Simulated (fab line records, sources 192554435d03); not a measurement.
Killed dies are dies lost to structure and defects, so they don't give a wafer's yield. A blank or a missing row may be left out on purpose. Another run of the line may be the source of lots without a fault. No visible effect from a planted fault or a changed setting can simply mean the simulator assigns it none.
Problem report, 8D (eight disciplines) form, completed by code    flow n5 finfet    the parts of the form that need people (team, actions taken, sign-off) are left out

1. THE PROBLEM
At N5_BEOL_M7_CMP_52, time to endpoint s averages 17.5 s over 4 wafers from 3 lots, while fault-free wafers read 61.9 s, standard deviation 2.2. That puts it -20 standard deviations away from the usual mean.
The step: polishes, stops on SiCOH lowk, t overpolish 6.9 s, target thk 80 nm.
Earliest sighting: wafer L652.4 on cmp-02 at day 10 03:29. Wafers with a number at this step in the record: 30, from 10 lots. Rule for "out", or "out of limits": more than 4 standard deviations from the usual mean. All remaining wafers that have a number are taken as sound.

2. WHAT IT IS AND WHAT IT IS NOT
question                     is                              is not
which readings at this step  time to endpoint s              motor current A, slurry filter dp kPa
which lots                   L651, L652, L653                L650, L665, L666, L667, L668, L669, L670
which wafers of those lots   L651.4, L652.4, L652.6, L653.4  L651.1, L651.5, L652.1, L653.3, L653.5
read on which tools          cmp-02, cmp-04                  cmp-03
when                         from day 10 03:29               up to then (4 sound wafers); but 22 sound wafers of L651, L653, L665, L666, L667, L668, L669, L670 came after

3. SUSPECTS, AND WHAT RULES EACH OUT
Counting: any tool at a process step up to the reading remains a suspect provided it ran every lot that is out. Sound lots after the first of them don't rule it out here, since some wafers of a struck lot are sound.
- ecd cu-02 at N5_BEOL_M7_ECD_50 (material Cu, target thk 300 nm): kept. It ran every lot that is out, first L652 (day 10 02:56); its last sound lot up to then is L650 (day 9 22:57).
Left after counting: ecd cu-02 at N5_BEOL_M7_ECD_50.

4. THE CAUSE (what the simulator had put in)
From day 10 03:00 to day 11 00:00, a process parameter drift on ecd cu-02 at N5_BEOL_M7_ECD_50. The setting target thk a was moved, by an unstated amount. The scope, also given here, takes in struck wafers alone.
Counting left only this tool.

5. THE CHAIN OF EFFECTS, in route order
Rows list readings where the struck wafers' mean (over those with a number) sits beyond 3 standard deviations from the usual. Readings are gone through only where the record gives a usual standard deviation; hours: the median, over the lots, of the time from a lot's start at the first step in this table giving one to that lot's start at this step; sigmas: the change measured in usual standard deviations.
hours  step               reading             usual   on struck wafers  change  sigmas
0      N5_BEOL_M7_CMP_52  time to endpoint s  61.9 s  17.5              -44.4   -20
Its process steps:
- N5_BEOL_M7_CMP_52: polishes, stops on SiCOH lowk, t overpolish 6.9 s, target thk 80 nm.

6. WHAT WOULD HAVE CAUGHT IT SOONER
In this record no reading fell out of limits until day 10 03:29, 0 hours after the fault had begun at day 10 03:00.
Among the 3 lots that are out, L653 began N5_BEOL_M7_ECD_50 on ecd cu-02 after day 10 03:29. Holding the tool at that time would have saved it.
